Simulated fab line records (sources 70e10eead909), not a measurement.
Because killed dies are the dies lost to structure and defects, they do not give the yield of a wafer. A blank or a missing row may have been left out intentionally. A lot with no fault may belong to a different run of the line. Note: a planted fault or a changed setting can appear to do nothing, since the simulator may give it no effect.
The tool behind it: which one? | flow nandHarc | 24 lots with 72 wafers sampled at 6 steps, on a route of 1159 steps

## WHAT EACH GAUGE READ, for each wafer
NHARC_A_CONTACT_CD_MEAS_42 targets a cd of 200 nm. Usual: cdNm reads 199.9 nm (standard deviation 0.55).
lot  | measured     | on       | cdNm (nm)         | flag
L074 | day 16 17:11 | cdSem-02 | 199.5 198.5 198.0 | 
L075 | day 18 00:05 | cdSem-03 | 199.6 199.6 199.6 | 
L076 | day 18 04:32 | cdSem-01 | 199.1 199.5 199.3 | 
L079 | day 18 16:08 | cdSem-01 | 199.4 199.1 199.6 | 
L077 | day 18 10:59 | cdSem-03 | 200.2 200.0 200.4 | 
L078 | day 18 21:59 | cdSem-02 | 199.6 198.9 198.7 | 
L083 | day 20 14:25 | cdSem-01 | 200.0 200.3 200.1 | 
L081 | day 21 11:18 | cdSem-01 | 199.4 199.4 199.8 | 
L084 | day 20 18:14 | cdSem-02 | 199.5 200.3 199.7 | 
L082 | day 20 13:47 | cdSem-02 | 200.0 199.3 199.9 | 
L080 | day 20 22:40 | cdSem-02 | 199.6 199.3 199.7 | 
L086 | day 21 18:30 | cdSem-02 | 199.7 199.2 199.6 | 
L085 | day 20 23:34 | cdSem-03 | 200.3 200.4 200.6 | 
L088 | day 20 18:55 | cdSem-01 | 200.8 200.2 200.9 | 
L087 | day 21 22:38 | cdSem-01 | 200.4 199.9 200.1 | 
L089 | day 22 01:02 | cdSem-02 | 200.7 200.4 199.9 | 
L090 | day 22 04:03 | cdSem-02 | 199.6 199.1 199.7 | 
L091 | day 22 01:58 | cdSem-03 | 199.8 199.7 200.2 | 
L092 | day 22 08:10 | cdSem-02 | 199.7 199.4 200.0 | 
L097 | day 23 13:36 | cdSem-01 | 199.9 200.1 200.8 | 
L094 | day 23 04:58 | cdSem-02 | 200.1 200.2 200.3 | 
L096 | day 23 14:50 | cdSem-02 | 200.3 199.4 200.1 | 
L093 | day 23 05:38 | cdSem-02 | 199.8 200.2 200.9 | 
L095 | day 23 23:59 | cdSem-03 | 200.4 200.2 200.2 | 

## WHAT TOOL EACH LOT RAN ON (gives the tool, then ch and the chambers of the sampled wafers, and finally the start)
lot  | NHARC_A_SGD_CUT_ETCHBACK_24       | NHARC_A_SGD_CUT_STRIP_28                     | NHARC_A_SLIT_ETCH_26            | NHARC_A_WL_FILL_ALD_00          | NHARC_A_WL_FILL_ETCHBACK_16
L074 | rieDiel-08 ch 0,2,3, day 13 09:25 | rieDiel-08 ch 0,3, day 13 23:06 or earlier   | harEtch-02 ch 0,1, day 13 23:06 | aldHk-02 ch 0,1,3, day 14 09:20 | rieDiel-12 ch 0,1, day 16 17:11 or earlier
L075 | rieDiel-06 ch 1,2, day 14 20:46   | rieDiel-06 ch 1,2,3, day 15 02:32 or earlier | harEtch-02 ch 0,1, day 15 02:32 | aldHk-04 ch 0,1,2, day 15 11:29 | rieDiel-07 ch 1,2,3, day 18 00:05 or earlier
L076 | rieDiel-08 ch 0,1,3, day 14 20:47 | rieDiel-08 ch 1,2,3, day 15 02:50 or earlier | harEtch-01 ch 0,1, day 15 02:50 | aldHk-02 ch 1,2,3, day 15 11:25 | rieDiel-03 ch 1,2,3, day 18 04:32 or earlier
L079 | rieDiel-05 ch 0,1,3, day 14 20:50 | rieDiel-05 ch 0,1,3, day 14 21:02            | harEtch-02 ch 0,1, day 15 04:15 | aldHk-02 ch 1,2,3, day 15 11:40 | rieDiel-07 ch 1,2,3, day 18 16:08 or earlier
L077 | rieDiel-08 ch 0,2,3, day 14 20:54 | rieDiel-08 ch 0,1,2, day 15 04:29 or earlier | harEtch-01 ch 0,1, day 15 04:29 | aldHk-04 ch 1,2, day 15 11:35   | rieDiel-12 ch 1,2,3, day 18 10:59 or earlier
L078 | rieDiel-05 ch 0,3, day 14 20:55   | rieDiel-05 ch 0,1,3, day 14 21:05            | harEtch-02 ch 0,1, day 15 05:52 | aldHk-03 ch 0,2, day 15 16:13   | rieDiel-12 ch 0,3, day 18 21:59 or earlier
L083 | rieDiel-05 ch 0,3, day 16 09:40   | rieDiel-05 ch 0,1,2, day 16 16:46 or earlier | harEtch-01 ch 0,1, day 16 16:46 | aldHk-04 ch 0,2,3, day 19 07:08 | rieDiel-07 ch 0,3, day 20 14:25 or earlier
L081 | rieDiel-06 ch 0,1,2, day 16 09:40 | rieDiel-06 ch 0,2,3, day 16 18:21 or earlier | harEtch-01 ch 0,1, day 16 18:21 | aldHk-04 ch 1,2,3, day 19 07:23 | rieDiel-12 ch 1,2,3, day 21 11:18 or earlier
L084 | rieDiel-08 ch 2,3, day 16 09:48   | rieDiel-08 ch 0,3, day 16 20:02 or earlier   | harEtch-01 ch 0,1, day 16 20:02 | aldHk-03 ch 0,1,3, day 19 07:06 | rieDiel-03 ch 0,1,3, day 20 18:14 or earlier
L082 | rieDiel-06 ch 0,2, day 16 09:49   | rieDiel-06 ch 0,2, day 16 21:44 or earlier   | harEtch-01 ch 0,1, day 16 21:44 | aldHk-02 ch 1,2, day 19 07:03   | rieDiel-12 ch 1,2, day 20 13:47 or earlier
L080 | rieDiel-05 ch 0,2,3, day 16 12:34 | rieDiel-05 ch 0,1,3, day 17 03:34 or earlier | harEtch-01 ch 0,1, day 17 03:34 | aldHk-02 ch 0,2,3, day 19 07:13 | rieDiel-03 ch 1,2,3, day 20 22:40 or earlier
L086 | rieDiel-06 ch 0,2,3, day 16 22:28 | rieDiel-06 ch 1,3, day 17 06:16 or earlier   | harEtch-02 ch 0,1, day 17 06:16 | aldHk-03 ch 1,3, day 19 07:24   | rieDiel-07 ch 0,1,2, day 21 18:30 or earlier
L085 | rieDiel-08 ch 1,2, day 16 22:28   | rieDiel-08 ch 0,1, day 17 04:40 or earlier   | harEtch-02 ch 0,1, day 17 04:40 | aldHk-03 ch 0,1,3, day 19 07:17 | rieDiel-03 ch 0,1,2, day 20 23:34 or earlier
L088 | rieDiel-05 ch 1,2, day 16 22:34   | rieDiel-05 ch 0,3, day 17 05:16 or earlier   | harEtch-01 ch 0,1, day 17 05:16 | aldHk-04 ch 0,1, day 19 07:14   | rieDiel-03 ch 1,2,3, day 20 18:55 or earlier
L087 | rieDiel-05 ch 0,2,3, day 17 17:23 | rieDiel-05 ch 1,2, day 17 23:13 or earlier   | harEtch-01 ch 0,1, day 17 23:13 | aldHk-03 ch 0,1,2, day 19 11:55 | rieDiel-07 ch 0,2,3, day 21 22:38 or earlier
L089 | rieDiel-08 ch 0,3, day 17 17:30   | rieDiel-08 ch 1,2,3, day 17 23:41 or earlier | harEtch-02 ch 0,1, day 17 23:41 | aldHk-04 ch 1,2,3, day 19 11:51 | rieDiel-03 ch 0,1,3, day 22 01:02 or earlier
L090 | rieDiel-06 ch 0,1,2, day 17 17:37 | rieDiel-06 ch 0,2,3, day 18 01:00 or earlier | harEtch-01 ch 0,1, day 18 01:00 | aldHk-04 ch 1,2, day 19 11:59   | rieDiel-12 ch 0,3, day 22 04:03 or earlier
L091 | rieDiel-08 ch 2,3, day 18 09:02   | rieDiel-08 ch 1,2,3, day 18 09:13            | harEtch-02 ch 0,1, day 18 16:00 | aldHk-02 ch 0,1,3, day 19 11:49 | rieDiel-12 ch 0,2,3, day 22 01:58 or earlier
L092 | rieDiel-05 ch 0,1, day 18 09:03   | rieDiel-05 ch 0,3, day 18 15:21 or earlier   | harEtch-01 ch 0,1, day 18 15:21 | aldHk-02 ch 0,1,2, day 19 12:04 | rieDiel-12 ch 1,2, day 22 08:10 or earlier
L097 | rieDiel-05 ch 2,3, day 20 21:31   | rieDiel-05 ch 1,2,3, day 21 06:53 or earlier | harEtch-02 ch 0,1, day 21 06:53 | aldHk-02 ch 1,3, day 21 15:47   | rieDiel-07 ch 0,2,3, day 23 13:36 or earlier
L094 | rieDiel-06 ch 0,2,3, day 20 21:31 | rieDiel-06 ch 1,2,3, day 21 05:49 or earlier | harEtch-01 ch 0,1, day 21 05:49 | aldHk-02 ch 0,3, day 21 13:07   | rieDiel-07 ch 1,2, day 23 04:58 or earlier
L096 | rieDiel-06 ch 0,3, day 20 21:35   | rieDiel-06 ch 1,2,3, day 21 07:33 or earlier | harEtch-01 ch 0,1, day 21 07:33 | aldHk-03 ch 2,3, day 21 15:58   | rieDiel-03 ch 0,2,3, day 23 14:50 or earlier
L093 | rieDiel-05 ch 0,1,3, day 20 21:37 | rieDiel-05 ch 1,2,3, day 21 08:30 or earlier | harEtch-02 ch 0,1, day 21 08:30 | aldHk-03 ch 0,2, day 21 15:47   | rieDiel-03 ch 0,1,2, day 23 05:38 or earlier
L095 | rieDiel-05 ch 1,2,3, day 21 01:03 | rieDiel-05 ch 0,1, day 21 21:49 or earlier   | harEtch-02 ch 0,1, day 21 21:49 | aldHk-02 ch 1,3, day 22 05:33   | rieDiel-03 ch 0,1,3, day 23 23:59 or earlier
- NHARC_A_SGD_CUT_ETCHBACK_24: etches the open film in CH3F/O2, target depth 50 nm, time 92.857 s.
- NHARC_A_SGD_CUT_STRIP_28: strips in O2, time 20 s.
- NHARC_A_SLIT_ETCH_26: etches the open film in C4F8/O2/Ar, time 90 s, target depth 400 nm.
- NHARC_A_WL_FILL_ALD_00: deposits Al2O3, target thk 3 nm, pulse time 3 s, ald cycles 30.
- NHARC_A_WL_FILL_ETCHBACK_16: etches the open film in C4F8/O2/Ar, target depth 88 nm, time 17.6 s.

## WHAT THE TOOLS THEMSELVES READ (means of the sampled wafers that have a number; where no wafer has one, the mark that the record gives instead)
NHARC_A_SGD_CUT_ETCHBACK_24. Usual: drypumpMotorCurrentA 5.5 A, standard deviation 0.39; oesProductAu 0.98 a.u., standard deviation 0.031; rfVppV 244.6 V, standard deviation 1.5; showerheadPlenumPTorr 2.48 Torr, standard deviation 0.097; throttleValvePct 20.662 %, standard deviation 0.0085.
lot  | tool       | drypumpMotorCurrentA (A) | oesProductAu (a.u.) | rfVppV (V) | showerheadPlenumPTorr (Torr) | throttleValvePct (%) | flag
L074 | rieDiel-08 | 5.6                      | 1.01                | 244.8      | 2.53                         | 20.666               | 
L075 | rieDiel-06 | 5.8                      | 1.00                | 244.5      | 2.51                         | 20.663               | 
L076 | rieDiel-08 | 5.3                      | 1.01                | 245.2      | 2.49                         | 20.666               | 
L079 | rieDiel-05 | 5.5                      | 1.00                | 244.2      | 2.45                         | 20.675               | 
L077 | rieDiel-08 | 5.6                      | 0.95                | 244.8      | 2.53                         | 20.671               | 
L078 | rieDiel-05 | 5.1                      | 1.02                | 244.0      | 2.45                         | 20.657               | 
L083 | rieDiel-05 | 5.1                      | 1.01                | 244.0      | 2.45                         | 20.658               | 
L081 | rieDiel-06 | 5.8                      | 1.00                | 244.6      | 2.46                         | 20.665               | 
L084 | rieDiel-08 | 5.6                      | 0.93                | 246.2      | 2.57                         | 20.656               | 
L082 | rieDiel-06 | 5.7                      | 0.92                | 243.4      | 2.40                         | 20.665               | 
L080 | rieDiel-05 | 5.1                      | 0.93                | 243.8      | 2.42                         | 20.652               | 
L086 | rieDiel-06 | 5.5                      | 1.00                | 244.6      | 2.45                         | 20.664               | 
L085 | rieDiel-08 | 5.7                      | 1.01                | 246.4      | 2.58                         | 20.658               | 
L088 | rieDiel-05 | 5.5                      | 0.98                | 243.3      | 2.37                         | 20.666               | 
L087 | rieDiel-05 | 5.1                      | 0.93                | 244.1      | 2.42                         | 20.663               | 
L089 | rieDiel-08 | 5.4                      | 0.99                | 244.6      | 2.46                         | 20.658               | 
L090 | rieDiel-06 | 5.8                      | 1.00                | 244.0      | 2.46                         | 20.668               | 
L091 | rieDiel-08 | 5.8                      | 1.00                | 246.2      | 2.59                         | 20.660               | 
L092 | rieDiel-05 | 5.8                      | 0.99                | 243.8      | 2.43                         | 20.662               | 
L097 | rieDiel-05 | 5.1                      | 1.00                | 243.4      | 2.38                         | 20.663               | 
L094 | rieDiel-06 | 5.5                      | 0.98                | 244.0      | 2.44                         | 20.663               | 
L096 | rieDiel-06 | 5.4                      | 0.98                | 244.6      | 2.50                         | 20.664               | 
L093 | rieDiel-05 | 5.5                      | 1.00                | 243.5      | 2.45                         | 20.655               | 
L095 | rieDiel-05 | 5.5                      | 1.00                | 242.9      | 2.41                         | 20.650               | 

NHARC_A_SGD_CUT_STRIP_28. Usual: drypumpMotorCurrentA 5.5 A, standard deviation 0.4; oesProductAu 0.999 a.u., standard deviation 0.0065; rfVppV 57.9 V, standard deviation 0.98; showerheadPlenumPTorr 3.55 Torr, standard deviation 0.14; throttleValvePct 17.037 %, standard deviation 0.0086.
lot  | tool       | drypumpMotorCurrentA (A) | oesProductAu (a.u.) | rfVppV (V) | showerheadPlenumPTorr (Torr) | throttleValvePct (%) | flag
L074 | rieDiel-08 | 5.4                      | 0.997               | 58.1       | 3.59                         | 17.038               | 
L075 | rieDiel-06 | 5.6                      | 0.989               | 58.4       | 3.67                         | 17.039               | 
L076 | rieDiel-08 | 5.5                      | 0.996               | 57.7       | 3.67                         | 17.036               | 
L079 | rieDiel-05 | 5.5                      | 1.003               | 57.8       | 3.52                         | 17.039               | 
L077 | rieDiel-08 | 5.5                      | 0.994               | 57.6       | 3.62                         | 17.034               | 
L078 | rieDiel-05 | 5.5                      | 1.006               | 57.6       | 3.52                         | 17.035               | 
L083 | rieDiel-05 | 5.5                      | 1.000               | 57.2       | 3.45                         | 17.037               | 
L081 | rieDiel-06 | 5.5                      | 0.997               | 56.7       | 3.51                         | 17.044               | 
L084 | rieDiel-08 | 5.4                      | 0.997               | 57.3       | 3.54                         | 17.036               | 
L082 | rieDiel-06 | 5.7                      | 1.000               | 57.4       | 3.44                         | 17.032               | 
L080 | rieDiel-05 | 5.5                      | 0.989               | 58.6       | 3.51                         | 17.036               | 
L086 | rieDiel-06 | 5.8                      | 1.007               | 58.5       | 3.76                         | 17.032               | 
L085 | rieDiel-08 | 5.2                      | 1.003               | 57.6       | 3.56                         | 17.040               | 
L088 | rieDiel-05 | 5.1                      | 0.999               | 58.0       | 3.51                         | 17.035               | 
L087 | rieDiel-05 | 5.5                      | 0.998               | 57.7       | 3.40                         | 17.030               | 
L089 | rieDiel-08 | 5.5                      | 0.997               | 58.2       | 3.66                         | 17.033               | 
L090 | rieDiel-06 | 5.6                      | 1.000               | 58.2       | 3.51                         | 17.037               | 
L091 | rieDiel-08 | 5.5                      | 0.992               | 58.2       | 3.66                         | 17.037               | 
L092 | rieDiel-05 | 5.1                      | 1.003               | 57.2       | 3.51                         | 17.036               | 
L097 | rieDiel-05 | 5.5                      | 1.002               | 57.8       | 3.46                         | 17.035               | 
L094 | rieDiel-06 | 5.6                      | 0.994               | 58.7       | 3.67                         | 17.037               | 
L096 | rieDiel-06 | 5.6                      | 0.996               | 57.3       | 3.67                         | 17.040               | 
L093 | rieDiel-05 | 5.5                      | 0.998               | 57.4       | 3.47                         | 17.040               | 
L095 | rieDiel-05 | 5.8                      | 0.994               | 57.3       | 3.49                         | 17.034               | 

NHARC_A_SLIT_ETCH_26. Usual: drypumpMotorCurrentA 5.2 A, standard deviation 0.42; showerheadPlenumPTorr 3.71 Torr, standard deviation 0.11; throttleValvePct 27.619 %, standard deviation 0.0097.
lot  | tool       | drypumpMotorCurrentA (A) | showerheadPlenumPTorr (Torr) | throttleValvePct (%) | flag
L074 | harEtch-02 | 5.6                      | 3.71                         | 27.614               | 
L075 | harEtch-02 | 5.2                      | 3.79                         | 27.614               | 
L076 | harEtch-01 | 5.0                      | 3.68                         | 27.614               | 
L079 | harEtch-02 | 5.6                      | 3.70                         | 27.625               | 
L077 | harEtch-01 | 5.1                      | 3.68                         | 27.603               | 
L078 | harEtch-02 | 5.2                      | 3.79                         | 27.622               | 
L083 | harEtch-01 | 5.1                      | 3.72                         | 27.608               | 
L081 | harEtch-01 | 5.1                      | 3.72                         | 27.618               | 
L084 | harEtch-01 | 5.0                      | 3.67                         | 27.621               | 
L082 | harEtch-01 | 5.0                      | 3.67                         | 27.624               | 
L080 | harEtch-01 | 5.0                      | 3.66                         | 27.622               | 
L086 | harEtch-02 | 5.5                      | 3.69                         | 27.616               | 
L085 | harEtch-02 | 5.2                      | 3.78                         | 27.613               | 
L088 | harEtch-01 | 5.1                      | 3.71                         | 27.620               | 
L087 | harEtch-01 | 5.1                      | 3.66                         | 27.620               | 
L089 | harEtch-02 | 5.6                      | 3.69                         | 27.623               | 
L090 | harEtch-01 | 5.1                      | 3.71                         | 27.625               | 
L091 | harEtch-02 | 5.2                      | 3.77                         | 27.620               | 
L092 | harEtch-01 | 5.1                      | 3.66                         | 27.621               | 
L097 | harEtch-02 | 5.6                      | 3.67                         | 27.619               | 
L094 | harEtch-01 | 5.1                      | 3.64                         | 27.618               | 
L096 | harEtch-01 | 5.0                      | 3.64                         | 27.623               | 
L093 | harEtch-02 | 5.2                      | 3.76                         | 27.614               | 
L095 | harEtch-02 | 5.6                      | 3.67                         | 27.621               | 

NHARC_A_WL_FILL_ALD_00. Usual: heaterPowerW 477 W, standard deviation 43; precursorPulseHeightRel 1.000, standard deviation 0.021.
lot  | tool     | heaterPowerW (W) | precursorPulseHeightRel | flag
L074 | aldHk-02 | 515              | 1.011                   | 
L075 | aldHk-04 | 472              | 0.979                   | 
L076 | aldHk-02 | 496              | 1.003                   | 
L079 | aldHk-02 | 493              | 0.983                   | 
L077 | aldHk-04 | 486              | 1.001                   | 
L078 | aldHk-03 | 449              | 0.987                   | 
L083 | aldHk-04 | 470              | 1.002                   | 
L081 | aldHk-04 | 492              | 0.979                   | 
L084 | aldHk-03 | 457              | 0.991                   | 
L082 | aldHk-02 | 449              | 1.000                   | 
L080 | aldHk-02 | 489              | 1.002                   | 
L086 | aldHk-03 | 430              | 0.978                   | 
L085 | aldHk-03 | 455              | 1.011                   | 
L088 | aldHk-04 | 495              | 1.027                   | 
L087 | aldHk-03 | 446              | 0.996                   | 
L089 | aldHk-04 | 488              | 0.988                   | 
L090 | aldHk-04 | 487              | 0.996                   | 
L091 | aldHk-02 | 516              | 1.001                   | 
L092 | aldHk-02 | 472              | 1.015                   | 
L097 | aldHk-02 | 547              | 1.005                   | 
L094 | aldHk-02 | 502              | 0.994                   | 
L096 | aldHk-03 | 456              | 1.008                   | 
L093 | aldHk-03 | 470              | 1.001                   | 
L095 | aldHk-02 | 542              | 1.008                   | 

NHARC_A_WL_FILL_ETCHBACK_16. Usual: oesProductAu 0.978 a.u., standard deviation 0.028; rfVppV 724 V, standard deviation 4.2.
lot  | tool       | oesProductAu (a.u.) | rfVppV (V) | flag
L074 | rieDiel-12 | 0.994               | 720        | 
L075 | rieDiel-07 | 0.933               | 728        | 
L076 | rieDiel-03 | 0.922               | 723        | 
L079 | rieDiel-07 | 0.995               | 729        | 
L077 | rieDiel-12 | 0.998               | 722        | 
L078 | rieDiel-12 | 0.996               | 722        | 
L083 | rieDiel-07 | 0.989               | 730        | 
L081 | rieDiel-12 | 0.962               | 722        | 
L084 | rieDiel-03 | 0.971               | 722        | 
L082 | rieDiel-12 | 1.001               | 722        | 
L080 | rieDiel-03 | 0.997               | 722        | 
L086 | rieDiel-07 | 0.926               | 728        | 
L085 | rieDiel-03 | 0.993               | 722        | 
L088 | rieDiel-03 | 0.979               | 722        | 
L087 | rieDiel-07 | 0.961               | 730        | 
L089 | rieDiel-03 | 0.998               | 721        | 
L090 | rieDiel-12 | 0.994               | 722        | 
L091 | rieDiel-12 | 0.995               | 725        | 
L092 | rieDiel-12 | 0.997               | 725        | 
L097 | rieDiel-07 | 0.984               | 728        | 
L094 | rieDiel-07 | 0.956               | 727        | 
L096 | rieDiel-03 | 1.001               | 721        | 
L093 | rieDiel-03 | 1.003               | 723        | 
L095 | rieDiel-03 | 0.926               | 722        | 

## THE ANSWER, worked out from the rows above alone
Rule: take the mean of a lot's wafers that have a number; if it is more than 3 standard deviations from the usual mean, the lot is off. Also off: a lot with no number at a reading for which 4 or more lots have one. The other lots that the step has rows for count as sound. First the gauges in route order, then the tools' own readings, where a lot's mean is used as printed above. At the first step where some lot is off, the reading lying furthest off is the one used; lots without a number count as furthest.
No lot is off at any reading shown: from this, nothing can be told.

## WHAT HAD BEEN PUT IN BY THE SIMULATOR
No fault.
